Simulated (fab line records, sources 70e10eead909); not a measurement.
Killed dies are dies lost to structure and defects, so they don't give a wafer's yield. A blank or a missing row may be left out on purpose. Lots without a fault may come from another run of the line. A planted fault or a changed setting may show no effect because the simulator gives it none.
Tool commonality check | flow nand_harc | 14 lots, 42 wafers sampled

WHY IT WAS OPENED
At NHARC_A_ONON_D1_THK_MEAS_30 the reading thk_nm is flagged on 2 of 14 lots. Wafers without a fault read 998 nm, standard deviation 13.
Rule: a lot is flagged when every wafer of it that has a number lies more than 4 standard deviations from that mean, or none has a number. The other lots count as sound.

lot  | measured     | on            | thk_nm (nm), wafer by wafer | flag
L785 | day 8 13:14  | film_metro-01 | 1003 1004 1002              |
L786 | day 8 22:28  | film_metro-02 | 1019 1019 1019              |
L789 | day 9 17:56  | film_metro-02 | 982 983 982                 |
L795 | day 12 12:14 | film_metro-02 | 1055 1058 1058              | FLAGGED
L796 | day 13 00:58 | film_metro-01 | 1052 1052 1052              | FLAGGED
L799 | day 14 06:11 | film_metro-02 | 1000 1002 1002              |
L800 | day 14 06:32 | film_metro-02 | 1010 1010 1010              |
L801 | day 14 19:47 | film_metro-02 | 999 997 996                 |
L802 | day 15 06:48 | film_metro-02 | 1018 1018 1016              |
L803 | day 15 14:26 | film_metro-02 | 1000 998 1000               |
L804 | day 16 00:34 | film_metro-02 | 986 985 986                 |
L805 | day 17 01:01 | film_metro-01 | 1008 1007 1008              |
L806 | day 17 01:02 | film_metro-01 | 997 995 997                 |
L807 | day 17 09:43 | film_metro-01 | 982 982 983                 |
The numbers of the flagged lots are 1054 nm on average: +56 nm against the usual, or +4 standard deviations.

WHICH TOOL RAN EACH LOT
The record holds 2 process steps before the reading, out of a route of 1302 steps. In each cell: the tool, then ch and the chambers that the sampled wafers went through, then the start.
lot  | flag    | NHARC_A_ZERO_WELL_ETCH_13        | NHARC_A_ONON_D1_DEP_28
L785 |         | rie_si-02 ch 0,2,3, day 7 02:32  | pecvd_onon-02 ch 0, day 8 12:43
L786 |         | rie_si-01 ch 0,1,3, day 7 09:03  | pecvd_onon-03 ch 0, day 8 22:01
L789 |         | rie_si-06 ch 2,3, day 8 04:59    | pecvd_onon-03 ch 0, day 9 17:25
L795 | FLAGGED | rie_si-01 ch 1,2,3, day 10 22:44 | pecvd_onon-02 ch 0, day 12 11:47
L796 | FLAGGED | rie_si-02 ch 1,2, day 11 14:07   | pecvd_onon-02 ch 0, day 13 00:26
L799 |         | rie_si-01 ch 1,2,3, day 12 18:35 | pecvd_onon-03 ch 0, day 14 05:40
L800 |         | rie_si-06 ch 0,1,2, day 12 18:04 | pecvd_onon-03 ch 0, day 14 06:08
L801 |         | rie_si-02 ch 1,2, day 13 09:58   | pecvd_onon-03 ch 0, day 14 19:16
L802 |         | rie_si-02 ch 0,1,3, day 13 16:52 | pecvd_onon-04 ch 0, day 15 06:17
L803 |         | rie_si-01 ch 0,1,3, day 14 04:25 | pecvd_onon-02 ch 0, day 15 13:56
L804 |         | rie_si-06 ch 0,1,2, day 14 14:01 | pecvd_onon-03 ch 0, day 16 00:07
L805 |         | rie_si-06 ch 0,1,3, day 15 03:41 | pecvd_onon-04 ch 0, day 17 00:37
L806 |         | rie_si-06 ch 0,1,2, day 15 11:12 | pecvd_onon-02 ch 0, day 17 00:31
L807 |         | rie_si-06 ch 0,1,2, day 15 21:25 | pecvd_onon-03 ch 0, day 17 09:23
What these steps do:
- NHARC_A_ZERO_WELL_ETCH_13: etches the open film in HBr/Cl2, target depth 120 nm, time 40.1 s.
- NHARC_A_ONON_D1_DEP_28: target thk 1000 nm.
- NHARC_A_ONON_D1_THK_MEAS_30: measures by ellipsometry.

FLAGGED OVER TOTAL, TOOL BY TOOL (the gauges that took the reading come last)
step                        | tool          | lots run | flagged | share of the flagged lots | sound lots run after its first flagged lot
NHARC_A_ZERO_WELL_ETCH_13   | rie_si-01     | 4        | 1       | some                      | 2 (L799,L803)
NHARC_A_ZERO_WELL_ETCH_13   | rie_si-02     | 4        | 1       | some                      | 2 (L801,L802)
NHARC_A_ZERO_WELL_ETCH_13   | rie_si-06     | 6        | 0       | none                      | -
NHARC_A_ONON_D1_DEP_28      | pecvd_onon-02 | 5        | 2       | all                       | 2 (L803,L806)
NHARC_A_ONON_D1_DEP_28      | pecvd_onon-03 | 7        | 0       | none                      | -
NHARC_A_ONON_D1_DEP_28      | pecvd_onon-04 | 2        | 0       | none                      | -
NHARC_A_ONON_D1_THK_MEAS_30 | film_metro-01 | 5        | 1       | some                      | 3 (L805,L806,L807)
NHARC_A_ONON_D1_THK_MEAS_30 | film_metro-02 | 9        | 1       | some                      | 6 (L799,L800,L801,L802,L803,L804)

WHAT THE TABLE ALLOWS
1 row of the table ran every flagged lot: pecvd_onon-02 at NHARC_A_ONON_D1_DEP_28.
- pecvd_onon-02 at NHARC_A_ONON_D1_DEP_28: 2 of its 5 lots flagged. Sound lots ran on it after the first flagged one (L803, L806), which a lasting fault on the whole tool wouldn't allow.
No row of the table ran every flagged lot and no sound lot after the first.

WHAT THE SIMULATOR HAD PUT IN
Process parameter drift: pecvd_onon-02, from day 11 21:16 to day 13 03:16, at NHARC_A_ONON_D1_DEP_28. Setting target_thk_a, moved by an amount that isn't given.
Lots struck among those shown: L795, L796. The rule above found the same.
